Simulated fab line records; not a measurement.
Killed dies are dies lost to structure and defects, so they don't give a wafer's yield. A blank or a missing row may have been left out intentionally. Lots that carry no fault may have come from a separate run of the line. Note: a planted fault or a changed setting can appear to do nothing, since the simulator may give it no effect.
fab line records | flow n5-finfet
record: lots: 3 wafers: 9 last-day: 15
route steps=1938 shown BEOL_M3@1011 BEOL_M4@1021
lots that met no fault: from a run of the same line without faults
start-h: start of the lot's first displayed wafer, in hours after the record's first day | wait-h: hours from the lot's prior step to this one | " identical to the entry in the row above | L1.1+2: one row covering several wafers at once | - no value, or no start was given | * or withheld: withheld | < > ~ a bound
route shown NAME@n: names a module that has steps shown in the file, with the first one's number in the route | usual: mean and standard deviation over wafers with no fault | same: alike in all rows | chamber/n: place in a boat | sites: per-site readings | _std_site: their standard deviation | _edge_site: inner sites' mean taken away from outer sites' mean | radius-mm: how far each site lies from the wafer's centre | mask NAME#n: copy n | behind: the tool/chamber that last shaped the wafer | hold: reason for holding the lot/hours on hold/outcome of the hold | device: whichever transistor did not switch (one of n, p or np) | end of line: the route-end tests of the same wafers | for a step that has no rows: nothing shown but its recipe | killed: dies that structure and defects cost at the first sort, which is not the same as the wafer's yield | map: dies across one wafer; x = killed, . = not, _ = none there
set.NAME: setting as actually run; set.NAME@STEP: the setting as run at that earlier step | model.NAME: the simulator's own value behind a step, which no gauge read
certain route steps with their lots: each step a table, each wafer a row
services: when a tool's chamber went out of use (start-h, in hours from the record's first day, below 0 if earlier), for how many hours, and the reason
== steps ==
step: N5_BEOL_M3_ECD_50
recipe: material: Cu target-thk-a: 3000
step: N5_BEOL_M3_ANNEAL_51
recipe: temp-c: 225 time-s: 90 ambient: N2
step: N5_BEOL_M3_CMP_52
recipe: stop-on: SiOC t-overpolish-s: 6.8 down-force-psi: 1 platen-rpm: 50 clearing-platen-down-force-psi: 1.5 clearing-platen-rpm: 50 post-cmp-clean: cu-alkaline target-thk-nm: 40 clearing-platen-pad-velocity-m-s: 0.99484 pad-velocity-m-s: 0.99484
step: N5_BEOL_M3_PRE_CLEAN_60
recipe: gas: NH3/H2 time-s: 15 temp-c: * rf-power-w: 300
step: N5_BEOL_M3_CO_CAP_55
recipe: material: Co target-thk-a: 20 temp-c: 200 precursor: CCTBA/H2 pressure-torr: 30 time-s: 102.1
step: N5_BEOL_M3_PRE_CLEAN_56
recipe: gas: NH3 time-s: 15 temp-c: withheld rf-power-w: 300
step: N5_BEOL_M3_DEP_57
recipe: material: SiCN target-thk-a: 80 temp-c: withheld precursor: 3MS/NH3 pressure-torr: 3 rf-w: 202 time-s: 14
step: N5_BEOL_M4_ILD_DEP_00
recipe: material: SiOC target-thk-a: 790 temp-c: 350 precursor: DEMS/O2 pressure-torr: 5 rf-w: 500 time-s: 15.3
step: N5_BEOL_M4_PECVD_72
recipe: material: SiO2 target-thk-a: 160 temp-c: 400 precursor: TEOS/O2 pressure-torr: 5.5 rf-w: 450 teos-flow-sccm: 53.8 gas: O2 flow-sccm: 3000 time-s: 18
usual: heater-power-w: 757/100 rf-fwd-power-W: 445.3/1.9 showerhead-plenum-p-Torr: 8.79/0.04 throttle-valve-pct: 22.5/1.1
columns lot.wafer tool chamber start-h wait-h heater-power-w rf-fwd-power-W showerhead-plenum-p-Torr throttle-valve-pct model.SiO2_of_BEOL_M4_PECVD_72.thk-nm
L535.2 pecvd-01 0 186.67 0.0 595 442.3 8.78 21.8 15.8
L535.3 " 2 " " 878 447.4 8.73 21.3 15.8
L535.4 " 0 " " 587 442.6 8.78 21.7 16
L538.2 pecvd-01 1 197.67 0.0 745 - 8.83 22.9 10.8
L538.4 " 1 " " 761 - 8.81 22.7 11
L538.6 " 2 " " 928 446.8 8.75 21.8 16.2
L544.2 pecvd-03 1 243.64 0.0 840 444.7 8.82 23.9 15.6
L544.3 " 2 " " 662 445.0 8.81 20.3 15.6
L544.6 " 2 " " 662 445.8 8.80 20.2 15.8
step: N5_BEOL_M4_HM_DEP_02
recipe: material: TiN target-thk-a: 200 temp-c: 25 chamber-pressure-pa: 0.49996
step: N5_BEOL_M4_COAT_61
recipe: resist: SOC temp-c: 250 time-s: 60 spin-rpm: 1500 resist-thk-nm: 60
step: N5_BEOL_M4_COAT_62
recipe: resist: SiARC temp-c: 220 time-s: 60 spin-rpm: 1500 resist-thk-nm: 12
step: N5_BEOL_M4_COAT_73
recipe: resist: underlayer temp-c: 205 time-s: 60 spin-rpm: 1500 resist-thk-nm: 5
step: N5_BEOL_M4_COAT_05
recipe: resist: CAR-EUV spin-rpm: 1500 resist-thk-nm: 30
step: N5_BEOL_M4_EBR_07
recipe: solvent: PGMEA ebr-width-mm: 1.5
step: N5_BEOL_M4_SOFTBAKE_06
recipe: temp-c: 110 time-s: 60 resist: CAR-EUV
step: N5_BEOL_M4_EXPOSE_08
recipe: mask-id: M4 na: 0.33 source-shape: dipole sigma-inner: 0.369 sigma-outer: 0.767 polarization: unpolarized dose-mj: 41.25
step: N5_BEOL_M4_PEB_09
recipe: peb-temp-c: 100 peb-time-s: 60 resist: CAR-EUV
step: N5_BEOL_M4_DEVELOP_10
recipe: develop-time-s: 30 developer: TMAH resist: CAR-EUV rinse-liquid: surfactant-rinse dry: air-spin dev-temp-c: 23
step: N5_BEOL_M4_DESCUM_16
recipe: chemistry: O2 time-s: 7 source-power-w: 50 bias-power-w: 20 pressure-mtorr: 20 rf-frequency-hz: 2.712e+07 temp-c: 40 resist: CAR-EUV o2-flow-sccm: 225
step: N5_BEOL_M4_ETCH_74
recipe: chemistry: N2/H2 target: underlayer target-depth-a: 65 mask-material: CAR-EUV time-s: 5.2 ion-energy-ev: 200 pressure-mtorr: 30 source-w: 840 bias-w: 150 n2-flow-sccm: 200 h2-flow-sccm: 200 ends: cleared
step: N5_BEOL_M4_ETCH_63
recipe: chemistry: CF4 target: SiARC target-depth-a: 156 mask-material: CAR-EUV time-s: 26 ion-energy-ev: 80 pressure-mtorr: 40 source-w: 545 bias-w: 36 Ar_flow_sccm: 100 cf4-flow-sccm: 100 ends: cleared
step: N5_BEOL_M4_ETCH_64
recipe: chemistry: N2/H2 target: SOC target-depth-a: 750 overetch-a: 225 mask-material: SiARC temp-c: 40 time-s: 121.9 ion-energy-ev: 200 pressure-mtorr: 30 source-w: 840 bias-w: 150 n2-flow-sccm: 200 h2-flow-sccm: 200
step: N5_BEOL_M4_STRIP_65
recipe: chemistry: N2/H2 temp-c: 40 n2-flow-sccm: 200 h2-flow-sccm: 200 rf-frequency-hz: 6e+07
step: N5_BEOL_M4_STRIP_75
recipe: chemistry: N2/H2 temp-c: 40 n2-flow-sccm: 200 h2-flow-sccm: 200 rf-frequency-hz: 6e+07
step: N5_BEOL_M4_STRIP_66
recipe: chemistry: CF4 resist: SiARC power-w: 300 bias-power-w: 75 pressure-mtorr: 50 cf4-flow-sccm: 150 rf-frequency-hz: 6e+07
step: N5_BEOL_M4_HM_OPEN_17
recipe: chemistry: Cl2/BCl3 target-depth-a: 200 overetch-a: 60 target: TiN mask-material: SOC ion-energy-ev: 150 pressure-mtorr: 10 icp-w: 1000 bias-w: 126 Cl2_flow_sccm: 53.25 bcl3-flow-sccm: 21.75 Ar_flow_sccm: 25
step: N5_BEOL_M4_STRIP_19
recipe: chemistry: O2 power-w: 400 temp-c: 40 pressure-mtorr: 30 rf-frequency-hz: 6e+07 bias-power-w: 0 overash-fraction: 0.2 o2-flow-sccm: 225
step: N5_BEOL_M4_COAT_67
recipe: resist: SOC temp-c: 250 time-s: 60 spin-rpm: 1500 resist-thk-nm: 60
step: N5_BEOL_M4_COAT_68
recipe: resist: SiARC temp-c: 220 time-s: 60 spin-rpm: 1500 resist-thk-nm: 12
step: N5_BEOL_M4_COAT_76
recipe: resist: underlayer temp-c: 205 time-s: 60 spin-rpm: 1500 resist-thk-nm: 5
step: N5_BEOL_M4_COAT_22
recipe: resist: CAR-EUV spin-rpm: 1500 resist-thk-nm: 30
step: N5_BEOL_M4_EBR_24
recipe: solvent: PGMEA ebr-width-mm: 1.5
step: N5_BEOL_M4_SOFTBAKE_23
recipe: temp-c: 110 time-s: 60 resist: CAR-EUV
step: N5_BEOL_M4_HM_STRIP_39
recipe: chemistry: peroxide-tin-strip material: TiN target-depth-a: 250 temp-c: 50 time-s: 158
columns lot.wafer tool chamber start-h wait-h model.SiO2_of_BEOL_M4_PECVD_72.thk-nm
L535.2 wet-bench-05 6 196.44 0.0 15.6
L535.3 " 5 " " 15.8
L535.4 " 7 " " 16
L538.2 wet-bench-02 0 210.33 0.0 10.6
L538.4 " 5 " " 10.8
L538.6 " 3 " " 16
L544.2+3 wet-bench-02 0,7 256.74 0.0 15.4
L544.6 " 2 " " 15.8
step: N5_BEOL_M4_CMP_52
recipe: stop-on: SiOC t-overpolish-s: 6.8 down-force-psi: 1 platen-rpm: 50 clearing-platen-down-force-psi: 1.5 clearing-platen-rpm: 50 post-cmp-clean: cu-alkaline target-thk-nm: 40 clearing-platen-pad-velocity-m-s: 0.99484 pad-velocity-m-s: 0.99484
usual: barrier-field-endpoint-s: 24.5/0.51 motor-current-A: 6.0/0.79 platen-rpm: 50.00/0.033
columns lot.wafer tool chamber start-h wait-h barrier-field-endpoint-s motor-current-A platen-rpm
L535.3 cmp-03 0 199.55 0.2 24.6 5.5 49.97
L535.4 " 1 " " 24.5 5.9 50.00
L535.2 " 2 " " 24.4 6.3 50.04
L538.4 cmp-03 3 214.41 0.1 19.3 8.1 49.98
L538.2 " 1 " " 18.5 5.8 50.02
L538.6 " 3 " " 25.0 7.7 49.97
L544.3 cmp-04 0 260.30 0.2 23.9 5.2 49.98
L544.2 " 1 " " 24.3 6.3 49.97
L544.6 " 3 " " 23.8 5.7 49.96
step: N5_BEOL_M4_RC_MEAS_101
usual: DIBL_N: 36.3/1.6 DIBL_P: 36.5/1.6 IOFF_N: 0.163/0.026 IOFF_P: 0.22/0.033 ION_N: 676/9.9 ION_P: 464/6.5 SS_N: 71.5/0.5 SS_P: 73.3/0.64 VT_N: 249.3/2.9 VT_P: -250/3.2
columns lot.wafer tool chamber start-h wait-h DIBL_N[mV/V] DIBL_P[mV/V] IOFF_N[nA/um] IOFF_P[nA/um] ION_N[uA/um] ION_P[uA/um] SS_N[mV/dec] SS_P[mV/dec] VT_N[mV] VT_P[mV]
L535.2 prober-01 0 200.31 0.2 35.0 36.0 0.166 0.20 675 458 71.8 73.5 250.1 -250
L535.3 " 0 " " 34.6 35.3 0.157 0.18 672 459 72.0 73.3 249.7 -251
L535.4 " 0 " " 35.8 37.9 0.195 0.22 692 466 72.3 73.9 245.3 -250
L538.2 prober-01 0 215.17 0.2 37.9 38.1 0.192 0.24 692 469 71.4 73.9 246.2 -250
L538.4 " 0 " " 36.6 36.7 0.164 0.20 680 459 71.3 73.6 250.6 -252
L538.6 " 0 " " 37.8 37.2 0.185 0.21 673 458 72.2 72.7 246.5 -254
L544.2 prober-01 0 260.99 0.2 35.4 34.1 0.133 0.18 672 458 71.2 73.2 250.0 -254
L544.3 " 0 " " 36.5 35.3 0.158 0.20 678 459 70.6 72.9 247.9 -253
L544.6 " 0 " " 36.1 35.0 0.145 0.20 672 461 70.6 73.3 249.6 -252
== services ==
columns tool chamber start-h hours kind
wet-bench-05 - 163.37 1.3 repair
pecvd-01 0 168.39 5.5 scheduled-down
cmp-04 - 191.68 0.3 repair
pecvd-03 2 202.38 - clean
pecvd-03 2 202.38 - consumable-replace:showerhead
pecvd-03 2 202.38 29.0 scheduled-down
pecvd-03 2 202.38 29.0 vent-cycle
wet-bench-05 - 231.99 1.9 pm
cmp-03 - 243.11 0.5 repair
cmp-04 - 252.97 1.8 repair
pecvd-03 - 259.47 5.5 pm
== key ==
first-sign: step: N5_BEOL_M4_CMP_52 reading: barrier-field-endpoint-s direction: down sigmas: 11 usual: 24.5 struck: 18.9
effect none on later readings
model-effect: step: N5_BEOL_M4_PECVD_72 value: SiO2_of_BEOL_M4_PECVD_72.thk-nm without: 16.1 struck: 10.9
model-effect: step: N5_BEOL_M4_HM_STRIP_39 value: SiO2_of_BEOL_M4_PECVD_72.thk-nm without: 15.9 struck: 10.7
met-at N5_BEOL_M4_PECVD_72
struck-wafers L538.2,L538.4
fault: kind: process-parameter-drift tool: pecvd-01 chamber: 1 onset-h: 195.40 steps: N5_BEOL_M4_PECVD_72 channel: time-s offset: * shape: step acts-in: * stated: *
